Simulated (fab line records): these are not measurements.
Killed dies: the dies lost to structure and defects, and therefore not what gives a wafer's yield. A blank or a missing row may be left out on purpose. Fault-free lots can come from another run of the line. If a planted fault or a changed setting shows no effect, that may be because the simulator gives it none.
Problem report in the 8D (eight disciplines) form, filled by code / flow nandHarc / the parts of the form that need people (team, actions taken, sign-off) are left out

## 1. WHAT IS WRONG
oesProductAu at NHARC_P_BONDPAD_ETCH_24 reads a mean of 0.855 a.u. on 2 wafers of 1 lot; wafers without a fault read 0.997 a.u. with a standard deviation of 0.0099. That is -14 standard deviations from the usual mean.
The step: etches the open film in CF4/N2, target depth 30 nm, time 72.99 s.
The first sign was on wafer L440.4 at day 8 11:47, on rieDiel-08. Wafers with a number at this step in the record: 33, from 11 lots. Rule for "out" (also "out of limits"): further than 4 standard deviations from the usual mean. Any other wafer with a number is counted as sound.

## 2. WHAT IT IS AND WHAT IT IS NOT
question=which readings at this step | is=oesProductAu | is not=drypumpMotorCurrentA, mfcArSccm, n2FlowSccm, rfVppV, showerheadPlenumPTorr, throttleValvePct
question=which lots | is=L440 | is not=L432, L433, L434, L435, L436, L438, L452, L453, L454, L455
question=which wafers of those lots | is=L440.4, L440.5 | is not=L440.6
question=read on which tools | is=rieDiel-08 | is not=rieDiel-10
question=when | is=from day 8 11:47 | is not=up to then (19 sound wafers); but 12 sound wafers of L452, L453, L454, L455 came after

## 3. THE SUSPECTS, EACH WITH WHAT RULES IT OUT
Counting: a tool at a process step up to the reading stays a suspect if it ran every lot that is out. Sound lots after the first of them don't rule it out here, since some wafers of a struck lot are sound.
- rieDiel-08 at NHARC_P_BONDPAD_STRIP_15 (strips in O2): kept. The lot that is out, L440, ran on it at day 8 11:38; the last sound lot it ran before that was L438, at day 7 22:20.
- rieDiel-08 at NHARC_P_BONDPAD_ETCH_24 (etches the open film in CF4/N2, target depth 30 nm, time 72.99 s): kept. The lot that is out, L440, ran on it at day 8 11:47; the last sound lot it ran before that was L438, at day 7 22:32. Its own readings are out on those wafers: oesProductAu.
- The sound lot-mates ran in chamber 0 of rieDiel-08 at NHARC_P_BONDPAD_STRIP_15, but the wafers that are out ran in chamber 1.
- Within rieDiel-08 at NHARC_P_BONDPAD_ETCH_24: the wafers that are out ran in chambers 0, 1; their sound lot-mates ran in chamber 2.
Remaining after the count are rieDiel-08 at NHARC_P_BONDPAD_STRIP_15 and rieDiel-08 at NHARC_P_BONDPAD_ETCH_24.

## 4. THE CAUSE (what the simulator had put in)
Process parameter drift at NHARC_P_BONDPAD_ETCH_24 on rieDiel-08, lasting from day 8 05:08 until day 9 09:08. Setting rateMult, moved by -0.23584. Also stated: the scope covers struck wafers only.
After counting, 2 suspects remain, this tool included.

## 5. THE CHAIN OF EFFECTS, in route order
Each row: a reading where the mean over the struck wafers with a number is more than 3 standard deviations away from the usual. Only readings whose record carries a usual standard deviation are examined. hours: median over the lots of the time between each lot's start at the first step of this table that gives one and its start at this step. sigmas: the change, counted in usual standard deviations.
hours=0; step=NHARC_P_BONDPAD_ETCH_24; reading=oesProductAu; usual=0.997 a.u.; on struck wafers=0.855; change=-0.142; sigmas=-14
Here are the process steps it includes:
- NHARC_P_BONDPAD_ETCH_24: etches the open film in CF4/N2, target depth 30 nm, time 72.99 s.
Later steps that measure or inspect, where all struck wafers having a row at the step show a number for every such reading and not one has moved that far: NHARC_END_SORT_01.

## 6. HOW IT WOULD HAVE BEEN CAUGHT EARLIER
7 hours passed between the start of the fault at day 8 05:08 and the first reading out of limits in this record, taken at day 8 11:47.
